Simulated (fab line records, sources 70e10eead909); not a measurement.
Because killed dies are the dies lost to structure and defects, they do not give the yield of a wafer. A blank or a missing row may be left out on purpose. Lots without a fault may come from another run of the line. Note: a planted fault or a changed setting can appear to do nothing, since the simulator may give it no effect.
fab line records -- flow nandHarc
[record] lots = 5, wafers = 15, lastDay = 24
route steps=1159 shown A_ONON_D1@439 A_CHANNEL_HOLE_D1@450 END@1159
lots with no fault: from the same line, run without faults
startH: the number of hours between the record's first day and the start of the first shown wafer of the lot -- waitH: hours from the lot's prior step to this one -- " as in the row above -- L1.1+2: one row covering several wafers at once -- - no value, or no start was given -- * or withheld: withheld -- < > ~ a bound
route shown NAME@n: a module of which the file shows steps, and the number in the route of the first -- usual: average and standard deviation across the fault-free wafers -- same: alike in all rows -- chamber/n: place in a boat -- sites: per-site readings -- _std_site: how widely they spread, as a standard deviation -- _edge_site: outer sites' mean less inner sites' -- radiusMm: for every site, how far away it sits from the centre of the wafer -- mask NAME#n: copy n -- behind: the most recent tool/chamber to have shaped the wafer -- hold: cause of the lot's hold/its duration in hours/its outcome -- device: the n, p or np transistor that did not switch -- end of line: the tests these same wafers got at the end of their route -- a step with no rows: only its recipe -- killed: dies lost to structure and defects at the first sort, not the wafer's yield -- map: dies across one wafer; x = killed, . = not, _ = none there
set.NAME: the setting the step ran with; set.NAME@STEP: the setting that earlier step ran with -- model.NAME: the simulator's own value behind a step, which no gauge read
certain route steps with their lots: each step a table, each wafer a row
services: the hour from which a tool's chamber was out of use, counted from the record's first day as startH (under 0 if before that day), plus the number of hours and why
[[steps]]
[step NHARC_A_ONON_D1_THK_MEAS_21]
[recipe] thkMeasGauge = ellipsometry
[usual] thkNm = 1000/11
lot.wafer,tool,chamber,startH,waitH,thkNm
L285.2,filmMetro-01,-,163.37,-,976
L285.4,filmMetro-01,-,163.37,-,977
L285.6,filmMetro-01,-,163.37,-,976
L286.2,filmMetro-02,-,176.28,-,1001
L286.3,filmMetro-02,-,176.28,-,1003
L286.5,filmMetro-02,-,176.28,-,1001
L288.1,filmMetro-01,-,176.52,-,978
L288.2,filmMetro-01,-,176.52,-,977
L288.5,filmMetro-01,-,176.52,-,977
L308.1,filmMetro-01,-,295.18,-,1007
L308.4,filmMetro-01,-,295.18,-,1006
L308.5,filmMetro-01,-,295.18,-,1008
L305.2,filmMetro-02,-,295.19,-,999
L305.3,filmMetro-02,-,295.19,-,999
L305.6,filmMetro-02,-,295.19,-,1000
[step NHARC_A_ONON_D1_DEP_22]
[recipe] targetThkA = 10000, n2FlowSccm = 2750, n2oFlowSccm = 2000, nh3FlowSccm = 500, sih4FlowSccm = 210, tempC = 400
[step NHARC_A_ONON_D1_THK_MEAS_24]
[recipe] thkMeasGauge = ellipsometry
[usual] thkNm = 999/9.7
lot.wafer,tool,chamber,startH,waitH,thkNm
L285.2,filmMetro-02,-,163.95,-,993
L285.4,filmMetro-02,-,163.95,-,990
L285.6,filmMetro-02,-,163.95,-,994
L286.2,filmMetro-01,-,176.87,-,1009
L286.3,filmMetro-01,-,176.87,-,1011
L286.5,filmMetro-01,-,176.87,-,1009
L288.1,filmMetro-02,-,177.21,-,1023
L288.2,filmMetro-02,-,177.21,-,1022
L288.5,filmMetro-02,-,177.21,-,1021
L308.1,filmMetro-02,-,295.88,-,987
L308.4,filmMetro-02,-,295.88,-,988
L308.5,filmMetro-02,-,295.88,-,987
L305.2,filmMetro-01,-,295.89,-,1009
L305.3,filmMetro-01,-,295.89,-,1007
L305.6,filmMetro-01,-,295.89,-,1008
[step NHARC_A_ONON_D1_DEP_25]
[recipe] targetThkA = 10000, n2FlowSccm = 2750, n2oFlowSccm = 2000, nh3FlowSccm = 500, sih4FlowSccm = 210, tempC = 400
[step NHARC_A_ONON_D1_THK_MEAS_27]
[recipe] thkMeasGauge = ellipsometry
[usual] thkNm = 999/8.7
lot.wafer,tool,chamber,startH,waitH,thkNm
L285.2,filmMetro-02,-,164.98,-,1001
L285.4,filmMetro-02,-,164.98,-,1002
L285.6,filmMetro-02,-,164.98,-,1002
L286.2,filmMetro-01,-,177.56,-,1011
L286.3,filmMetro-01,-,177.56,-,1010
L286.5,filmMetro-01,-,177.56,-,1010
L288.1,filmMetro-01,-,177.78,-,1010
L288.2,filmMetro-01,-,177.78,-,1007
L288.5,filmMetro-01,-,177.78,-,1007
L308.1,filmMetro-02,-,296.57,-,992
L308.4,filmMetro-02,-,296.57,-,991
L308.5,filmMetro-02,-,296.57,-,991
L305.2,filmMetro-01,-,296.59,-,987
L305.3,filmMetro-01,-,296.59,-,986
L305.6,filmMetro-01,-,296.59,-,985
[step NHARC_A_ONON_D1_DEP_28]
[recipe] targetThkA = 10000, n2FlowSccm = 2750, n2oFlowSccm = 2000, nh3FlowSccm = 500, sih4FlowSccm = 210, tempC = 400
[step NHARC_A_ONON_D1_THK_MEAS_30]
[recipe] thkMeasGauge = ellipsometry
[usual] thkNm = 1001/11
lot.wafer,tool,chamber,startH,waitH,thkNm
L285.2,filmMetro-02,-,166.04,-,1003
L285.4,filmMetro-02,-,166.04,-,1003
L285.6,filmMetro-02,-,166.04,-,1004
L286.2,filmMetro-02,-,178.13,-,978
L286.3,filmMetro-02,-,178.13,-,979
L286.5,filmMetro-02,-,178.13,-,979
L288.1,filmMetro-02,-,178.36,-,1004
L288.2,filmMetro-02,-,178.36,-,1007
L288.5,filmMetro-02,-,178.36,-,1006
L308.1,filmMetro-01,-,297.28,-,994
L308.4,filmMetro-01,-,297.28,-,995
L308.5,filmMetro-01,-,297.28,-,994
L305.2,filmMetro-02,-,297.30,-,1020
L305.3,filmMetro-02,-,297.30,-,1019
L305.6,filmMetro-02,-,297.30,-,1020
[step NHARC_A_ONON_D1_DEP_33]
[recipe] targetThkA = 2000, tempC = 400, pressureTorr = 6.5, rfW = 900, teosFlowSccm = 161.4, flowSccm = 2650, targetThkNm = 200, gas = O2, material = SiO2
[usual] chamberPressureTorr = 6.500/0.014, heaterPowerW = 578/64, rfFwdPowerW = 898.2/2.9, susceptorTempC = 400.01/0.21, throttleValvePct = 15.7/0.72
lot.wafer,tool,chamber,startH,waitH,chamberPressureTorr,heaterPowerW,rfFwdPowerW,susceptorTempC,throttleValvePct
L285.2,pecvd-04,1,166.09,0.1,6.514,680,900.4,400.06,15.2
L285.4,pecvd-04,1,166.09,0.1,6.530,679,899.5,399.99,15.1
L285.6,pecvd-04,2,166.09,0.1,6.521,537,897.6,399.89,15.9
L286.3,pecvd-04,2,178.23,0.1,6.489,560,900.5,399.97,16.1
L286.2,pecvd-04,0,178.23,0.1,6.499,524,893.5,400.03,15.7
L286.5,pecvd-04,2,178.23,0.1,6.496,570,898.7,400.18,15.8
L288.2,pecvd-01,1,178.47,0.1,6.510,568,897.3,399.85,15.2
L288.1,pecvd-01,2,178.47,0.1,6.480,537,900.2,399.35,15.1
L288.5,pecvd-01,0,178.47,0.1,6.509,730,902.2,400.12,15.2
L308.1,pecvd-04,1,298.08,0.8,6.495,618,902.2,400.32,15.7
L308.5,pecvd-04,1,298.08,0.8,6.485,615,900.1,399.91,15.4
L308.4,pecvd-04,2,298.08,0.8,6.472,508,897.3,400.28,15.8
L305.3,pecvd-01,1,298.18,0.9,6.492,525,903.0,399.84,15.1
L305.2,pecvd-01,2,298.18,0.9,6.500,558,902.0,400.07,15.1
L305.6,pecvd-01,1,298.18,0.9,6.497,542,897.7,400.22,15.1
[step NHARC_A_ONON_D1_THK_MEAS_34]
[recipe] thkMeasGauge = ellipsometry
[usual] thkNm = 198.8/2.9
lot.wafer,tool,chamber,startH,waitH,thkNm
L285.2,filmMetro-02,-,166.50,-,198.3
L285.4,filmMetro-02,-,166.50,-,202.9
L285.6,filmMetro-02,-,166.50,-,199.4
L286.2,filmMetro-01,-,178.60,-,197.1
L286.3,filmMetro-01,-,178.60,-,196.0
L286.5,filmMetro-01,-,178.60,-,204.9
L288.1,filmMetro-02,-,178.84,-,199.0
L288.2,filmMetro-02,-,178.84,-,199.7
L288.5,filmMetro-02,-,178.84,-,200.2
L308.1,filmMetro-01,-,298.45,-,198.4
L308.4,filmMetro-01,-,298.45,-,201.3
L308.5,filmMetro-01,-,298.45,-,200.5
L305.2,filmMetro-02,-,298.55,-,197.0
L305.3,filmMetro-02,-,298.55,-,197.4
L305.6,filmMetro-02,-,298.55,-,199.0
[step NHARC_A_ONON_D1_INSPECT_32]
[usual] rawDefectCount = 74/26
lot.wafer,tool,chamber,startH,waitH,rawDefectCount
L285.2,defectInspect-01,-,166.59,0.0,68
L285.4,defectInspect-01,-,166.59,0.0,87
L285.6,defectInspect-01,-,166.59,0.0,85
L286.2,defectInspect-01,-,178.67,0.0,95
L286.3,defectInspect-01,-,178.67,0.0,129
L286.5,defectInspect-01,-,178.67,0.0,100
L288.1,defectInspect-02,-,178.90,0.0,129
L288.2,defectInspect-02,-,178.90,0.0,97
L288.5,defectInspect-02,-,178.90,0.0,128
L308.1,defectInspect-02,-,298.51,0.0,79
L308.4,defectInspect-02,-,298.51,0.0,109
L308.5,defectInspect-02,-,298.51,0.0,86
L305.2,defectInspect-01,-,298.64,0.0,77
L305.3,defectInspect-01,-,298.64,0.0,115
L305.6,defectInspect-01,-,298.64,0.0,102
[step NHARC_A_CHANNEL_HOLE_D1_DEP_00]
[recipe] targetThkA = 31000, tempC = 400, material = aC
[usual] susceptorTempC = 399.96/0.25, throttleValvePct = 35.001/0.0093
lot.wafer,tool,chamber,startH,waitH,susceptorTempC,throttleValvePct
L285.2,aclDep-02,0,167.77,1.2,399.10,34.990
L285.4,aclDep-02,0,167.77,1.2,399.78,35.009
L285.6,aclDep-02,0,167.77,1.2,399.38,35.002
L286.2,aclDep-01,0,181.19,2.5,399.83,34.995
L286.3,aclDep-01,0,181.19,2.5,400.05,35.007
L286.5,aclDep-01,0,181.19,2.5,399.90,35.006
L288.1,aclDep-01,0,182.82,3.9,400.09,35.005
L288.2,aclDep-01,0,182.82,3.9,400.19,34.994
L288.5,aclDep-01,0,182.82,3.9,399.98,34.985
L308.1,aclDep-03,0,300.64,2.1,-,35.002
L308.4,aclDep-03,0,300.64,2.1,-,35.007
L308.5,aclDep-03,0,300.64,2.1,-,35.006
L305.2,aclDep-02,0,301.84,3.2,400.01,35.003
L305.3,aclDep-02,0,301.84,3.2,399.82,35.017
L305.6,aclDep-02,0,301.84,3.2,399.82,34.994
[step NHARC_A_CHANNEL_HOLE_D1_DEP_01]
[recipe] targetThkA = 1400, targetThkNm = 140, tempC = 400, pressureTorr = 3.5, flowSccm = 200, rfW = 350, material = SiON
[usual] chamberPressureTorr = 3.500/0.0077, heaterPowerW = 742/77, rfFwdPowerW = 348.4/1.2, susceptorTempC = 400.00/0.23
lot.wafer,tool,chamber,startH,waitH,chamberPressureTorr,heaterPowerW,rfFwdPowerW,susceptorTempC
L285.2,pecvd-02,2,169.41,1.3,3.514,676,346.6,400.21
L285.6,pecvd-02,1,169.41,1.3,3.493,529,348.0,400.45
L285.4,pecvd-02,0,169.41,1.3,3.504,742,348.5,399.97
L286.3,pecvd-04,0,182.84,1.0,3.501,703,346.7,399.96
L286.2,pecvd-04,1,182.84,1.0,3.503,857,348.8,399.72
L286.5,pecvd-04,1,182.84,1.0,3.493,886,349.2,399.71
L288.1,pecvd-04,0,184.78,1.6,3.502,619,347.9,399.95
L288.2,pecvd-04,1,184.78,1.6,3.501,898,349.7,400.31
L288.5,pecvd-04,2,184.78,1.6,3.503,707,348.5,399.95
L308.1,pecvd-02,1,302.54,1.6,3.496,635,349.6,400.11
L308.5,pecvd-02,1,302.54,1.6,3.490,652,349.3,399.62
L308.4,pecvd-02,0,302.54,1.6,3.490,737,349.0,399.95
L305.2,pecvd-04,2,303.48,1.3,3.505,649,294.4,400.01
L305.3,pecvd-04,1,303.48,1.3,3.497,879,348.6,400.12
L305.6,pecvd-04,0,303.48,1.3,3.494,710,347.5,399.87
[step NHARC_A_CHANNEL_HOLE_D1_DEHYDRATE_02]
[recipe] tempC = 150, timeS = 120
[step NHARC_END_SORT_01]
[recipe] tempC = 25
[usual] killedAtArray = 29/11, killedAtOther = 0.5/0.89, killedAtPeriphery = 3.3/2, killedDies = 32/11, killedOpen = 3.1/1.9, killedShort = 2.3/1.6
[same] grossDies = 677
lot.wafer,tool,chamber,startH,waitH,killedAtArray,killedAtOther,killedAtPeriphery,killedDies,killedOpen,killedShort
L285.2,prober-01,0,449.68,2.8,25,0,4,29,4,2
L285.4,prober-01,0,451.26,3.4,17,0,4,21,3,0
L285.6,prober-01,0,452.84,4.0,18,0,5,23,4,2
L286.2,prober-02,0,452.30,2.8,34,0,2,36,2,2
L286.3,prober-02,0,453.09,3.1,32,1,1,34,3,2
L286.5,prober-02,0,454.68,3.7,32,0,2,34,6,2
L288.1,prober-01,0,465.57,2.5,32,0,0,32,1,2
L288.2,prober-01,0,466.36,2.8,23,0,2,25,3,0
L288.5,prober-01,0,468.75,3.7,23,0,4,27,4,1
L308.1,prober-02,0,565.86,2.5,41,2,5,48,5,2
L308.4,prober-02,0,568.25,3.4,34,1,6,41,3,0
L308.5,prober-02,0,569.04,3.7,36,2,3,41,3,4
L305.2,prober-01,0,570.65,2.8,36,2,6,44,3,2
L305.3,prober-01,0,571.47,3.1,44,1,2,47,2,2
L305.6,prober-01,0,573.93,4.1,37,0,3,40,1,0
// killed by level:class
L285.2 A_SLIT:chamberFilmFlake=15 A_M0:geometricParticle:open=4 P_STI:chamberFilmFlake=4 A_CONTACT:chamberFilmFlake=3 A_WL_FILL:geometricParticle:short=2 A_STAIRCASE:chamberFilmFlake=1
L285.4 A_SLIT:chamberFilmFlake=8 P_STI:chamberFilmFlake=3 A_ZERO_WELL:chamberFilmFlake=2 A_CHANNEL_HOLE_D1:chamberFilmFlake=2 A_WL_FILL:chamberFilmFlake=2 P_CONTACT:geometricParticle:open=1 A_CHANNEL_HOLE_D1:geometricParticle:open=1 A_WL_FILL:geometricParticle:open=1
L286.2 A_SLIT:chamberFilmFlake=14 A_CHANNEL_HOLE_D1:chamberFilmFlake=13 A_CHANNEL_FILL_D1:chamberFilmFlake=3 P_M0:geometricParticle:open=1 A_SOURCE_PLATE:geometricParticle:short=1 A_WL_FILL:geometricParticle:short=1 A_M0:geometricParticle:open=1 P_GATE:chamberFilmFlake=1
L285.6 A_SLIT:chamberFilmFlake=9 P_STI:chamberFilmFlake=4 A_ONON_D1:geometricParticle:open=2 A_CONTACT:chamberFilmFlake=2 P_CONTACT:geometricParticle:open=1 A_CHANNEL_FILL_D1:geometricParticle:short=1 A_WL_FILL:geometricParticle:short=1 A_BLC:geometricParticle:open=1
L286.3 A_CHANNEL_HOLE_D1:chamberFilmFlake=12 A_SLIT:chamberFilmFlake=8 A_CONTACT:chamberFilmFlake=4 A_ZERO_WELL:chamberFilmFlake=2 P_CONTACT:geometricParticle:open=1 A_CHANNEL_FILL_D1:geometricParticle:open=1 A_CHANNEL_FILL_D1:geometricParticle:short=1 A_WL_FILL:geometricParticle:short=1
L286.5 A_CHANNEL_HOLE_D1:chamberFilmFlake=14 A_SLIT:chamberFilmFlake=9 A_CONTACT:geometricParticle:open=2 A_CONTACT:chamberFilmFlake=2 P_STI:geometricParticle:open=1 P_GATE:geometricParticle:open=1 A_ONON_D1:geometricParticle:short=1 A_CHANNEL_FILL_D1:geometricParticle:open=1
L288.1 A_CHANNEL_HOLE_D1:chamberFilmFlake=13 A_CONTACT:chamberFilmFlake=9 A_M1:chamberFilmFlake=3 A_CONTACT:geometricParticle:short=2 A_STAIRCASE:chamberFilmFlake=2 A_SGD_CUT:geometricParticle:open=1 A_ZERO_WELL:chamberFilmFlake=1 A_WL_FILL:chamberFilmFlake=1
L288.2 A_CHANNEL_HOLE_D1:chamberFilmFlake=10 A_CONTACT:chamberFilmFlake=8 A_M1:chamberFilmFlake=2 P_M0:geometricParticle:open=1 A_CONTACT:geometricParticle:open=1 A_M0:geometricParticle:open=1 P_CONTACT:chamberFilmFlake=1 A_ZERO_WELL:chamberFilmFlake=1
L288.5 A_CHANNEL_HOLE_D1:chamberFilmFlake=11 A_CONTACT:chamberFilmFlake=4 A_ONON_D1:geometricParticle:open=2 P_CONTACT:chamberFilmFlake=2 P_M2:geometricParticle:open=1 A_CHANNEL_FILL_D1:geometricParticle:short=1 A_BLC:geometricParticle:open=1 P_GATE:chamberFilmFlake=1
L308.1 A_SLIT:chamberFilmFlake=17 A_STAIRCASE:chamberFilmFlake=10 A_CHANNEL_HOLE_D1:chamberFilmFlake=5 A_BLC:geometricParticle:open=2 P_GATE:chamberFilmFlake=2 A_CONTACT:chamberFilmFlake=2 THIN_TSV:chamberFilmFlake=2 P_M0:geometricParticle:open=1
L308.4 A_SLIT:chamberFilmFlake=14 A_CHANNEL_HOLE_D1:chamberFilmFlake=9 A_CONTACT:chamberFilmFlake=6 A_STAIRCASE:chamberFilmFlake=3 P_M1:geometricParticle:open=2 P_GATE:chamberFilmFlake=2 A_M0:geometricParticle:open=1 P_STI:chamberFilmFlake=1
L308.5 A_SLIT:chamberFilmFlake=18 A_STAIRCASE:chamberFilmFlake=8 A_ONON_D1:geometricParticle:short=2 A_CHANNEL_HOLE_D1:chamberFilmFlake=2 THIN_TSV:chamberFilmFlake=2 P_CONTACT:geometricParticle:open=1 P_M0:geometricParticle:short=1 A_WL_FILL:geometricParticle:open=1
L305.2 A_SLIT:chamberFilmFlake=20 A_CHANNEL_HOLE_D1:chamberFilmFlake=5 P_GATE:chamberFilmFlake=3 A_WL_FILL:chamberFilmFlake=3 A_CONTACT:chamberFilmFlake=2 A_STAIRCASE:chamberFilmFlake=2 A_BLC:chamberFilmFlake=2 P_CONTACT:geometricParticle:open=1
L305.3 A_SLIT:chamberFilmFlake=20 A_CHANNEL_HOLE_D1:chamberFilmFlake=8 A_STAIRCASE:chamberFilmFlake=5 A_BLC:chamberFilmFlake=4 A_CONTACT:chamberFilmFlake=3 P_CONTACT:geometricParticle:open=1 A_CHANNEL_FILL_D1:geometricParticle:open=1 A_CHANNEL_FILL_D1:geometricParticle:short=1
L305.6 A_SLIT:chamberFilmFlake=19 A_CONTACT:chamberFilmFlake=7 A_CHANNEL_HOLE_D1:chamberFilmFlake=4 P_GATE:chamberFilmFlake=3 A_WL_FILL:chamberFilmFlake=3 A_STAIRCASE:chamberFilmFlake=2 A_CHANNEL_FILL_D1:geometricParticle:open=1 A_BLC:chamberFilmFlake=1
[[services]]
tool,chamber,startH,hours,kind
pecvd-02,-,153.00,13.0,pm
pecvd-02,0,153.00,13.0,ventCycle
pecvd-02,1,153.00,13.0,ventCycle
pecvd-02,2,153.00,13.0,ventCycle
pecvd-01,-,162.90,1.1,repair
pecvd-02,0,166.00,-,clean
pecvd-02,1,166.00,-,clean
pecvd-02,2,166.00,-,clean
aclDep-02,-,171.57,13.0,pm
pecvd-04,-,195.14,13.0,pm
pecvd-04,0,195.14,13.0,ventCycle
pecvd-04,1,195.14,13.0,ventCycle
pecvd-04,2,195.14,13.0,ventCycle
pecvd-04,0,208.14,-,clean
pecvd-04,1,208.14,-,clean
pecvd-04,2,208.14,-,clean
aclDep-03,-,224.32,13.0,pm
pecvd-01,-,237.23,13.0,pm
pecvd-01,0,237.23,13.0,ventCycle
pecvd-01,1,237.23,13.0,ventCycle
pecvd-01,2,237.23,13.0,ventCycle
pecvd-01,0,250.23,-,clean
aclDep-01,-,296.32,13.0,pm
pecvd-02,-,296.58,1.4,repair
[[key]]
[firstSign] step = NHARC_A_CHANNEL_HOLE_D1_DEP_01, reading = rfFwdPowerW, direction = down, sigmas = 44, usual = *, struck = *
effect none on later readings
metAt NHARC_A_CHANNEL_HOLE_D1_DEP_01
struckWafers L305.2
testerLeftOut L305
onsetBetween 184.78 303.48
[fault] kind = processParameterDrift, tool = pecvd-04, chamber = 2, onsetH = 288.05, steps = NHARC_A_CHANNEL_HOLE_D1_DEP_01, channel = rfW, offset = *, shape = step, endH = 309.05, actsIn = *, stated = *
// testerLeftOut: of these lots the tester's yield and bins aren't shown, on N5 and GAA mostly nor the transistor test; their killed dies are dies lost to structure and defects alone, not to doping, threshold or leakage, so they don't give the yield
